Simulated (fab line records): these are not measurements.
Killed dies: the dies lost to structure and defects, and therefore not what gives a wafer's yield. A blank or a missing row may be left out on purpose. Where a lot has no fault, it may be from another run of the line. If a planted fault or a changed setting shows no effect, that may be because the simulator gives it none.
fab line records | flow n5Finfet
[record] lots = 4 wafers = 12 lastDay = 16
route steps=1938 shown MOL_CONTACT_COAG@629 BEOL_M0_SAQP@632 BEOL_M4@1111
lots that met no fault: from a run of the same line without faults
startH: hours from the record's opening day to when the first of the lot's shown wafers began | waitH: hours from the lot's prior step to this one | " the same as in the row above | L1.1+2: several wafers, shown together as one row | - value missing, or start not given | * or withheld: withheld | < > ~ a bound
route shown NAME@n: NAME is a module with steps in the file, n the number in the route of the first one | usual: mean and standard deviation over wafers with no fault | same: alike in all rows | chamber/n: place in a boat | sites: per-site readings | _std_site: standard deviation of those values | _edge_site: outer sites' mean less inner sites' | radiusMm: how far each site lies from the wafer's centre | mask NAME#n: copy n | behind: the tool/chamber that last shaped the wafer | hold: what put the lot on hold/how long, in hours/how the hold closed | device: the n, p or np transistor that did not switch | end of line: the tests these same wafers got at the end of their route | a step with no rows: only its recipe | killed: the dies lost at the first sort to structure and to defects; this is not the yield of the wafer | map: a wafer's dies, x killed, . not, _ none there
set.NAME: setting as actually run; set.NAME@STEP: the setting as run at that earlier step | model.NAME: the simulator's own value behind a step, which no gauge read
lots at selected steps of the route; one table per step, one row per wafer
services: when a tool's chamber went out of use (startH, in hours from the record's first day, below 0 if earlier), for how many hours, and the reason
[[steps]]
[step N5_MOL_CONTACT_COAG_ANNEAL_112]
[recipe] tempC = 400 timeS = 1800 ambient = HPD2 pressureAtm = 10
[step N5_BEOL_M0_SAQP_PECVD_00]
[recipe] material = SiCN targetThkA = 80 tempC = withheld precursor = 3MS/NH3 pressureTorr = 3 rfW = 202 timeS = 14
[step N5_BEOL_M0_SAQP_ILD_DEP_01]
[recipe] material = SiOC targetThkA = 454.19 tempC = 350 precursor = DEMS/O2 pressureTorr = 5 rfW = 500 timeS = 8.7
[step N5_BEOL_M0_SAQP_HM_DEP_02]
[recipe] material = TiN targetThkA = 120 tempC = 25 chamberPressurePa = 0.49996
[step N5_BEOL_M0_SAQP_PECVD_03]
[recipe] material = SiCN targetThkA = 120 tempC = withheld precursor = 3MS/NH3 pressureTorr = 3 rfW = 202 timeS = 21.1
[step N5_BEOL_M0_SAQP_PECVD_96]
[recipe] material = a-Si targetThkA = 450 tempC = 350 precursor = SiH4/He pressureTorr = 3 rfW = 100 timeS = 45.2
[step N5_BEOL_M0_SAQP_PECVD_97]
[recipe] material = SiNx targetThkA = 230 tempC = 350 precursor = SiH4/NH3/N2 pressureTorr = 1.5 rfW = 300 timeS = 19.9
[step N5_BEOL_M0_SAQP_PECVD_04]
[recipe] material = a-Si targetThkA = 600 tempC = 350 precursor = SiH4/He pressureTorr = 3 rfW = 100 timeS = 60.2
[step N5_BEOL_M0_SAQP_HM_DEP_111]
[recipe] material = SiO2 targetThkA = 120 tempC = 400 precursor = SiH4/N2O pressureTorr = 0.75 rfW = 275 timeS = 7.2
[step N5_BEOL_M0_SAQP_COAT_81]
[recipe] resist = SOC tempC = 250 timeS = 60 spinRpm = 1500 resistThkNm = 100
[usual] exhaustPa = 45.0/0.86 spinSpeedRpm = 1500.0/0.98
// columns lot.wafer tool chamber startH waitH exhaustPa spinSpeedRpm model.SOC_of_BEOL_M0_SAQP_COAT_81.thkNm
L177.2 lithoTrack-05 0 122.17 0.1 45.2 1499.2 100.2
L177.4 " 0 " " 44.3 1499.8 100.6
L177.6 " 0 " " 44.7 1500.1 100
L183.2 lithoTrack-05 0 152.96 0.1 43.4 1453.9 101.8
L183.3 " 0 " " 43.6 1454.4 102.2
L183.5 " 0 " " 44.4 1455.1 101.8
L185.4 lithoTrack-05 0 174.49 0.0 45.9 1452.7 102.2
L185.5 " 0 " " 44.8 1454.9 102
L185.6 " 0 " " 46.3 1453.7 102
L192.2 lithoTrack-02 0 211.86 0.1 45.5 1500.0 99.8
L192.3 " 0 " " 45.6 1499.4 100.2
L192.6 " 0 " " 44.3 1501.4 100.2
[step N5_BEOL_M0_SAQP_COAT_82]
[recipe] resist = SiARC tempC = 220 timeS = 60 spinRpm = 1500 resistThkNm = 30
[step N5_BEOL_M0_SAQP_COAT_08]
[recipe] resist = CAR-ArF spinRpm = 1500 resistThkNm = 90
[step N5_BEOL_M0_SAQP_EBR_10]
[recipe] solvent = PGMEA ebrWidthMm = 1.5
[step N5_BEOL_M0_SAQP_SOFTBAKE_09]
[recipe] tempC = 110 timeS = 60 resist = CAR-ArF
[step N5_BEOL_M0_SAQP_EXPOSE_11]
[recipe] maskId = M0_CORE na = 1.35 sourceShape = dipole sigmaInner = 0.538 sigmaOuter = 0.738 polarization = te targetCdNm = 42 doseMj = 55
[step N5_BEOL_M0_SAQP_PEB_12]
[recipe] pebTempC = withheld pebTimeS = 60 resist = CAR-ArF
[step N5_BEOL_M0_SAQP_DEVELOP_13]
[recipe] developTimeS = 30 developer = TMAH resist = CAR-ArF devTempC = 23 rinseLiquid = diw dry = airSpin
[step N5_BEOL_M0_SAQP_DESCUM_19]
[recipe] chemistry = O2 timeS = 7.9 sourcePowerW = 50 biasPowerW = 20 pressureMtorr = 20 rfFrequencyHz = 2.712e+07 tempC = 40 resist = CAR-ArF o2FlowSccm = 225
[step N5_BEOL_M0_SAQP_ETCH_83]
[recipe] chemistry = CF4 target = SiARC targetDepthA = 390 maskMaterial = CAR-ArF timeS = 65 ionEnergyEv = 80 pressureMtorr = 40 sourceW = 545 biasW = 36 Ar_flow_sccm = 100 cf4FlowSccm = 100 ends = cleared
[step N5_BEOL_M0_SAQP_ETCH_84]
[recipe] chemistry = N2/H2 target = SOC targetDepthA = 1000 overetchA = 200 maskMaterial = SiARC tempC = 40 timeS = 150 ionEnergyEv = 200 pressureMtorr = 30 sourceW = 840 biasW = 150 n2FlowSccm = 200 h2FlowSccm = 200
[usual] drypumpMotorCurrentA = 5.85/0.23 h2FlowSccm = 200.0/0.63 oesProductAu = 0.68/0.062 rfFwdPowerW = 835.6/2.6 rfVppV = 523.1/2.8 showerheadPlenumPTorr = 2.52/0.097 throttleValvePct = 17.96/0.19
// columns lot.wafer tool chamber startH waitH drypumpMotorCurrentA h2FlowSccm oesProductAu rfFwdPowerW rfHoursCounterH rfVppV showerheadPlenumPTorr throttleValvePct model.etch.depthNm
L177.2 rieDiel-03 3 122.71 0.0 5.77 200.4 0.62 836.0 236 518.1 2.40 17.91 100.1
L177.4 " 2 " " 5.71 198.6 0.71 835.9 133 527.6 2.64 17.85 100.6
L177.6 " 3 " " 5.77 199.6 0.62 835.8 - 520.6 2.40 17.90 100
L183.2 rieDiel-03 1 153.82 0.0 5.58 199.9 0.69 834.1 164 521.0 2.45 18.12 101.9
L183.3 " 3 " " 5.79 200.2 0.62 839.6 245 518.8 2.39 17.94 102.2
L183.5 " 2 " " 5.71 198.8 0.69 835.9 - 528.5 2.64 17.85 101.9
L185.4 rieDiel-04 1 175.08 0.0 6.03 200.1 0.77 838.0 - 521.1 2.48 17.65 102.2
L185.5 " 3 " " 6.21 200.6 0.68 834.1 - 523.6 2.54 18.13 102.1
L185.6 " 0 " " 5.52 199.9 0.66 838.4 - 520.7 2.41 17.90 102
L192.2 rieDiel-04 2 212.27 0.0 5.63 200.8 0.81 838.1 8 529.5 2.71 17.45 99.79
L192.3 " 3 " " 6.24 200.1 0.66 829.9 185 522.7 2.54 18.15 100.2
L192.6 " 2 " " 5.63 200.5 0.83 839.3 - 528.5 2.71 17.41 100.1
[step N5_BEOL_M0_SAQP_STRIP_80]
[recipe] chemistry = N2/H2 tempC = 40 n2FlowSccm = 200 h2FlowSccm = 200 rfFrequencyHz = 6e+07
[step N5_BEOL_M0_SAQP_HM_OPEN_112]
[recipe] chemistry = CHF3/O2 target = SiO2 stopOn = a-Si targetDepthA = 120 overEtchFrac = 1.25 maskMaterial = SOC timeS = 13.5 pressureMtorr = 30 sourceW = 650 biasW = 170 Ar_flow_sccm = 200 CHF3_flow_sccm = 50 O2_flow_sccm = 5 ionEnergyEv = 200 ends = endPoint
[step N5_BEOL_M0_SAQP_STRIP_113]
[recipe] chemistry = CHF3/O2 resist = SiARC rfFrequencyHz = 6e+07
[step N5_BEOL_M0_SAQP_MANDREL_ETCH_20]
[recipe] targetDepthA = 600 chemistry = HBr/Cl2 target = a-Si stopOn = SiNx btTimeS = 10 maskMaterial = SOC overEtchFrac = 0.5 timeS = 30 pressureMtorr = 10 icpW = 800 biasW = 75 HBr_flow_sccm = 150 Cl2_flow_sccm = 80 ends = endPoint
[usual] drypumpMotorCurrentA = 5.7/0.42 oesProductAu = 0.772/0.011 rfFwdPowerW = 795.8/2.8 throttleValvePct = 35.46/0.29
// columns lot.wafer tool chamber startH waitH drypumpMotorCurrentA oesProductAu rfFwdPowerW rfHoursCounterH throttleValvePct model.SOC_of_BEOL_M0_SAQP_COAT_81.thkNm
L177.2 rieSi-02 0 122.90 0.0 5.2 0.773 792.0 154 35.08 76.2
L177.4 " 1 " " 5.9 0.779 796.3 39 35.71 76.6
L177.6 " 0 " " 5.2 0.772 796.7 - 35.04 76.2
L183.2 rieSi-03 1 154.01 0.0 5.0 0.774 796.2 34 35.80 76.6
L183.3 " 2 " " 5.7 0.770 795.6 39 35.29 77.4
L183.5 " 2 " " 5.7 0.764 799.8 - 35.28 77
L185.4 rieSi-06 0 175.22 0.0 5.5 0.773 796.2 9 35.38 77.6
L185.5 " 1 " " 5.6 0.777 792.9 - 35.61 78.4
L185.6 " 2 " " 5.7 0.784 798.7 - 35.87 77.6
L192.2 rieSi-02 1 212.46 0.0 5.9 0.760 798.7 41 35.69 76.2
L192.3 " 2 " " 5.0 0.784 795.1 104 35.51 76.2
L192.6 " 0 " " 5.2 0.775 798.8 - 35.06 76.8
[step N5_BEOL_M0_SAQP_STRIP_86]
[recipe] chemistry = N2/H2 powerW = 500 tempC = 40 pressureMtorr = 50 rfFrequencyHz = 6e+07 overashFraction = 0.3 biasPowerW = 28 h2Frac = 0.5 n2FlowSccm = 300 h2FlowSccm = 300
[step N5_BEOL_M4_RC_MEAS_101]
[usual] DIBL_N = 36.8/1.5 DIBL_P = 37.1/2.1 IOFF_N = 0.168/0.03 IOFF_P = 0.22/0.034 ION_N = 679/12 ION_P = 466/8 SS_N = 71.7/0.58 SS_P = 73.5/0.67 VT_N = 248.8/2.7 VT_P = -250/3.3
// columns lot.wafer tool chamber startH waitH DIBL_N[mV/V] DIBL_P[mV/V] IOFF_N[nA/um] IOFF_P[nA/um] ION_N[uA/um] ION_P[uA/um] SS_N[mV/dec] SS_P[mV/dec] VT_N[mV] VT_P[mV]
L177.2 prober-01 0 181.64 0.2 38.3 38.9 0.182 0.25 690 470 71.7 73.5 243.2 -247
L177.4 " 0 " " 35.0 34.0 0.110 0.17 651 459 71.0 71.8 250.6 -253
L177.6 " 0 " " 36.2 35.3 0.132 0.18 668 463 70.8 72.6 251.6 -251
L183.2 prober-02 0 212.14 0.2 34.8 35.9 0.152 0.19 688 467 71.1 73.3 249.8 -251
L183.3 " 0 " " 38.1 39.1 0.217 0.24 690 470 72.6 73.7 248.9 -250
L183.5 " 0 " " 34.6 36.0 0.149 0.19 682 468 71.4 73.6 248.1 -252
L185.4 prober-02 0 216.58 0.5 36.7 38.2 0.169 0.20 673 459 71.4 73.1 248.1 -253
L185.5 " 0 " " 37.8 39.3 0.189 0.22 680 461 71.5 74.2 245.8 -251
L185.6 " 0 " " 37.0 37.7 0.177 0.21 681 458 71.6 73.9 248.0 -252
L192.2 prober-01 0 269.53 0.2 35.7 37.3 0.140 0.22 669 465 71.0 73.1 252.1 -249
L192.3 " 0 " " 37.0 36.8 0.149 0.20 669 455 71.8 73.3 252.0 -251
L192.6 " 0 " " 37.8 39.1 0.178 0.24 679 470 71.1 74.2 249.1 -249
[[services]]
// columns tool chamber startH hours kind
rieSi-03 3 101.59 13.9 repair
rieDiel-03 - 158.81 0.4 repair
rieSi-06 - 163.30 0.8 repair
rieDiel-04 2 166.33 - clean
rieDiel-04 2 166.33 - consumableReplace:esc
rieDiel-04 2 166.33 - consumableReplace:focusRing
rieDiel-04 2 166.33 - consumableReplace:showerhead
rieDiel-04 2 166.33 17.8 scheduledDown
rieDiel-04 2 166.33 17.8 ventCycle
rieDiel-03 3 173.66 - clean
rieDiel-03 3 173.66 - consumableReplace:focusRing
rieDiel-03 3 173.66 - consumableReplace:showerhead
rieDiel-03 3 173.66 21.4 scheduledDown
rieDiel-03 3 173.66 21.4 ventCycle
[[key]]
[firstSign] step = N5_BEOL_M0_SAQP_COAT_81 reading = spinSpeedRpm direction = down sigmas = 47 usual = * struck = *
effect none on later readings
[modelEffect] step = N5_BEOL_M0_SAQP_COAT_81 value = SOC_of_BEOL_M0_SAQP_COAT_81.thkNm without = 100.4 struck = 102
[modelEffect] step = N5_BEOL_M0_SAQP_ETCH_84 value = etch.depthNm without = 100.4 struck = 102
[modelEffect] step = N5_BEOL_M0_SAQP_MANDREL_ETCH_20 value = SOC_of_BEOL_M0_SAQP_COAT_81.thkNm without = 75.9 struck = 77.43
metAt N5_BEOL_M0_SAQP_COAT_81
struckWafers L183.2,L183.3,L183.5,L185.4,L185.5,L185.6
onsetBetween 122.17 152.96
[fault] kind = processParameterDrift tool = lithoTrack-05 chamber = - onsetH = 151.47 steps = N5_BEOL_M0_SAQP_COAT_81 channel = spinRpm offset = * shape = step endH = 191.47 actsIn = * stated = *
